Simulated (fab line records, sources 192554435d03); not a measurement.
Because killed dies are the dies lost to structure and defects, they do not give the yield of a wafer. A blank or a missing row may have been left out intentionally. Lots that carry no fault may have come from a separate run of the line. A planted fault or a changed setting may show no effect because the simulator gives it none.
Problem report, 8D (eight disciplines) form, completed by code -- flow n5-finfet -- the parts of the form that need people (team, actions taken, sign-off) are left out

## 1. WHAT WENT WRONG
Wafers with no fault read 0.992 a.u. with a standard deviation of 0.015, whereas oes-product-au at N5_BEOL_M0_SAQP_MANDREL2_REMOVE_110 reads a mean of 0.366 a.u. on 1 wafer of 1 lot. Relative to the usual mean, that is a shift of -42 standard deviations.
The step: chemistry HBr/Cl2/O2, target a-Si, stops on SiCN, bt time 10 s.
Earliest sighting: wafer L797.4 on rie-si-01 at day 9 15:46. The record has a number at this step for 24 wafers belonging to 8 lots. The rule behind "out" and "out of limits": a value lying over 4 standard deviations away from the usual mean. The rest of the wafers with a number are treated as sound.

## 2. WHAT IT IS; WHAT IT IS NOT
question,is,is not
which readings at this step,oes-product-au,"drypump-motor-current-A, throttle-valve-pct"
which lots,L797,"L783, L791, L793, L795, L802, L803, L805"
which wafers of those lots,L797.4,"L797.1, L797.3"
read on which tools,rie-si-01,"rie-si-04, rie-si-06"
when,from day 9 15:46,"up to then (14 sound wafers); but 9 sound wafers of L802, L803, L805 came after"

## 3. WHAT RULES OUT EACH SUSPECT
Counting: a tool at a process step up to the reading stays a suspect if it ran every lot that is out. Sound lots after the first of them don't rule it out here, since some wafers of a struck lot are sound.
- cvd-w-01 at N5_MOL_CONTACT_COAG_CVD_140 (deposits W, target thk 66.5 nm, time 215 s): kept. The lot that is out, L797, ran on it at day 9 04:52; the last sound lot it ran before that was L795, at day 8 13:02.
- rie-diel-04 at N5_BEOL_M0_SAQP_ETCH_83 (etches SiARC in CF4, target depth 39 nm, time 65 s): kept. The lot that is out, L797, ran on it at day 9 12:03; the last sound lot it ran before that was L795, at day 8 23:29.
- rie-diel-02 at N5_BEOL_M0_SAQP_SPACER2_ETCHBACK_27 (etches SiO2 in CHF3/O2, target depth 22.5 nm, time 11.25 s): kept. The lot that is out, L797, ran on it at day 9 15:40; the last sound lot it ran before that was L795, at day 9 03:11.
- rie-si-01 at N5_BEOL_M0_SAQP_MANDREL2_REMOVE_110 (chemistry HBr/Cl2/O2, target a-Si, stops on SiCN, bt time 10 s): kept. The lot that is out, L797, ran on it at day 9 15:46; the last sound lot it ran before that was L783, at day 6 14:17. Its own oes-product-au readings are out on those wafers.
- In rie-diel-04 at N5_BEOL_M0_SAQP_ETCH_83, the wafers that are out were processed in chamber 2 and their sound lot-mates in chambers 0, 3.
- In rie-diel-02 at N5_BEOL_M0_SAQP_SPACER2_ETCHBACK_27, the wafers that are out were processed in chamber 0 and their sound lot-mates in chambers 2, 3.
- In rie-si-01 at N5_BEOL_M0_SAQP_MANDREL2_REMOVE_110, the wafers that are out were processed in chamber 3 and their sound lot-mates in chambers 1, 2.
Left after counting: cvd-w-01 at N5_MOL_CONTACT_COAG_CVD_140, rie-diel-04 at N5_BEOL_M0_SAQP_ETCH_83, rie-diel-02 at N5_BEOL_M0_SAQP_SPACER2_ETCHBACK_27, rie-si-01 at N5_BEOL_M0_SAQP_MANDREL2_REMOVE_110.

## 4. THE CAUSE (what the simulator had put in)
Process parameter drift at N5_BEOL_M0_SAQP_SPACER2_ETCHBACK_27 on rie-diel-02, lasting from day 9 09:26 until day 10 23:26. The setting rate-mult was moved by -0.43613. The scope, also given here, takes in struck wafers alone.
After counting, 4 suspects remain, this tool included.

## 5. SEQUENCE OF EFFECTS, ordered by route
Each row: a reading whose mean over the struck wafers that have a number lies more than 3 standard deviations from the usual. Only readings for which the record gives a usual standard deviation are gone through. hours: the time from each lot's start at the first step in this table that gives one to its start at this step, as a median over the lots. sigmas: the change in usual standard deviations.
hours,step,reading,usual,on struck wafers,change,sigmas
0,N5_BEOL_M0_SAQP_SPACER2_ETCHBACK_27,oes-product-au,0.76 a.u.,0.50,-0.26,-3.5
0,N5_BEOL_M0_SAQP_MANDREL2_REMOVE_110,oes-product-au,0.992 a.u.,0.366,-0.626,-42
184,N5_PASSIVATION_PROBE_49,defect-limited-yield,91.4 %,0.0,-91.4,-65
184,N5_PASSIVATION_PROBE_49,killed_at_M0_to_M3,33,1106,+1073,+98
184,N5_PASSIVATION_PROBE_49,killed-dies,102,1180,+1078,+63
184,N5_PASSIVATION_PROBE_49,killed-on-rim,14,152,+138,+33
184,N5_PASSIVATION_PROBE_49,sort_bin_5_function,5.1 %,96.0,+90.9,+93
184,N5_PASSIVATION_PROBE_49,sort-n-pass,1077,0,-1077,-51
184,N5_PASSIVATION_PROBE_49,sort-yield-pct,91.3 %,0.0,-91.3,-54
Here are the process steps it includes:
- N5_BEOL_M0_SAQP_SPACER2_ETCHBACK_27: etches SiO2 in CHF3/O2, target depth 22.5 nm, time 11.25 s.
- N5_BEOL_M0_SAQP_MANDREL2_REMOVE_110: chemistry HBr/Cl2/O2, target a-Si, stops on SiCN, bt time 10 s.
- N5_PASSIVATION_PROBE_49

## 6. HOW IT WOULD HAVE BEEN CAUGHT EARLIER
In this record no reading fell out of limits until day 9 15:46, 6 hours after the fault had begun at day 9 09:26.
Tool readings at N5_BEOL_M0_SAQP_SPACER2_ETCHBACK_27 with a usual standard deviation given in the record: none out on any struck wafer, hence no alarm at a limit of 4 standard deviations on them.
All the lots that are out (1) had begun N5_BEOL_M0_SAQP_SPACER2_ETCHBACK_27 on rie-diel-02 by day 9 15:46. Had the tool been put on hold then, not one of them would have been saved.
